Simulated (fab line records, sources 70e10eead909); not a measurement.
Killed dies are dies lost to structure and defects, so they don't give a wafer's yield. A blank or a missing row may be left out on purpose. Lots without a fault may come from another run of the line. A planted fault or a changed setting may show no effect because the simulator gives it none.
Which tool did it? | flow nand_harc | 12 lots, 36 wafers sampled, at 2 steps of a route of 1159

WHAT THE GAUGES READ, wafer by wafer
NHARC_P_GATE_OVL_MEAS_27.
lot  | measured     | on         | overlay_x_nm (nm) | overlay_y_nm (nm)
L757 | day 4 18:41  | overlay-01 | 1.1 1.2 0.4       | -0.1 0.1 -0.3
L758 | day 5 04:12  | overlay-02 | 0.0 0.4 0.2       | 0.1 0.3 -0.2
L759 | day 5 00:35  | overlay-02 | -0.2 -0.3 0.1     | -0.5 0.0 0.8
L761 | day 5 14:46  | overlay-01 | 0.3 0.0 0.3       | -1.1 -1.1 -0.2
L763 | day 6 03:55  | overlay-02 | -1.0 -0.7 -0.7    | -0.2 0.2 0.2
L766 | day 6 17:58  | overlay-01 | 0.2 -0.2 0.1      | -0.6 -0.4 -0.6
L770 | day 8 00:11  | overlay-02 | 0.2 0.3 0.4       | 0.3 0.4 0.2
L771 | day 8 08:36  | overlay-01 | 0.3 0.8 0.5       | -0.1 -0.5 -0.6
L776 | day 9 16:13  | overlay-02 | 0.6 0.5 0.1       | -0.2 0.0 -0.5
L777 | day 9 15:43  | overlay-02 | -0.1 0.3 -0.1     | 1.0 0.4 0.7
L779 | day 10 05:12 | overlay-02 | 0.1 -0.3 -0.1     | 0.7 0.8 0.6
L780 | day 10 05:33 | overlay-02 | -1.4 -0.4 -0.8    | 1.6 0.8 1.2

WHICH TOOL RAN EACH LOT (tool, then ch and the chambers of the sampled wafers, then the start)
lot  | NHARC_P_STI_DESCUM_14
L757 | rie_diel-12 ch 2,3, day 2 11:14
L758 | rie_diel-05 ch 1,2, day 2 17:13
L759 | rie_diel-12 ch 0,2,3, day 2 23:14
L761 | rie_diel-12 ch 0,1,2, day 3 11:26
L763 | rie_diel-12 ch 0,1,3, day 3 23:30
L766 | rie_diel-05 ch 1,2,3, day 4 16:58
L770 | rie_diel-08 ch 0,2,3, day 5 18:33
L771 | rie_diel-12 ch 0,1,3, day 6 01:01
L776 | rie_diel-05 ch 1,2,3, day 7 08:23
L777 | rie_diel-08 ch 1,3, day 7 08:32
L779 | rie_diel-08 ch 0,1,3, day 8 00:13
L780 | rie_diel-05 ch 0,3, day 8 05:40
- NHARC_P_STI_DESCUM_14: chemistry O2, time 3 s.

WHAT THE TOOLS THEMSELVES READ (means of the sampled wafers that have a number; where no wafer has one, the mark that the record gives instead)
NHARC_P_STI_DESCUM_14.
lot  | tool        | drypump_motor_current_A (A) | oes_product_au (a.u.) | rf_vpp_V (V) | showerhead_plenum_p_Torr (Torr) | throttle_valve_pct (%)
L757 | rie_diel-12 | 5.1                         | 0.998                 | 57.0         | 1.95                            | 11.317
L758 | rie_diel-05 | 5.8                         | 1.009                 | 57.9         | 1.93                            | 11.309
L759 | rie_diel-12 | 5.6                         | 0.997                 | 57.5         | 2.00                            | 11.312
L761 | rie_diel-12 | 5.8                         | 1.001                 | 57.4         | 1.97                            | 11.320
L763 | rie_diel-12 | 5.9                         | 1.003                 | 57.3         | 2.00                            | 11.307
L766 | rie_diel-05 | 6.1                         | 1.000                 | 57.8         | 1.96                            | 11.308
L770 | rie_diel-08 | 5.7                         | 1.005                 | 57.6         | 1.99                            | 11.308
L771 | rie_diel-12 | 5.8                         | 1.005                 | 58.2         | 2.00                            | 11.320
L776 | rie_diel-05 | 6.0                         | 1.004                 | 57.8         | 1.96                            | 11.306
L777 | rie_diel-08 | 5.2                         | 0.986                 | 58.3         | 1.97                            | 11.298
L779 | rie_diel-08 | 5.6                         | 0.994                 | 57.5         | 1.99                            | 11.310
L780 | rie_diel-05 | 5.3                         | 1.003                 | 57.9         | 1.88                            | 11.317

THE ANSWER, worked out from the rows above alone
Rule: what is usual is taken from the lots themselves. Put in order of their means at a reading, lots are off if they are a third of the lots or fewer, leave a main group of 4 or more, and stand apart from it by a gap of 3 or more times the standard deviation of the main group's means; of several such gaps the widest counts. A main group whose means are all the same, to the digits that the tables above print for the reading, isn't used. A lot without any number at a reading at which 4 lots or more have one is off too. The other lots that the step has rows for count as sound. The gauges are gone through in route order, then the tools' own readings, and for those a lot's mean is taken as printed above. The first step at which some lot is off is used, and at that step the reading that is off furthest; a lot without a number counts as furthest.
No lot is off at any reading shown: from this, nothing can be told.

WHAT THE SIMULATOR HAD PUT IN
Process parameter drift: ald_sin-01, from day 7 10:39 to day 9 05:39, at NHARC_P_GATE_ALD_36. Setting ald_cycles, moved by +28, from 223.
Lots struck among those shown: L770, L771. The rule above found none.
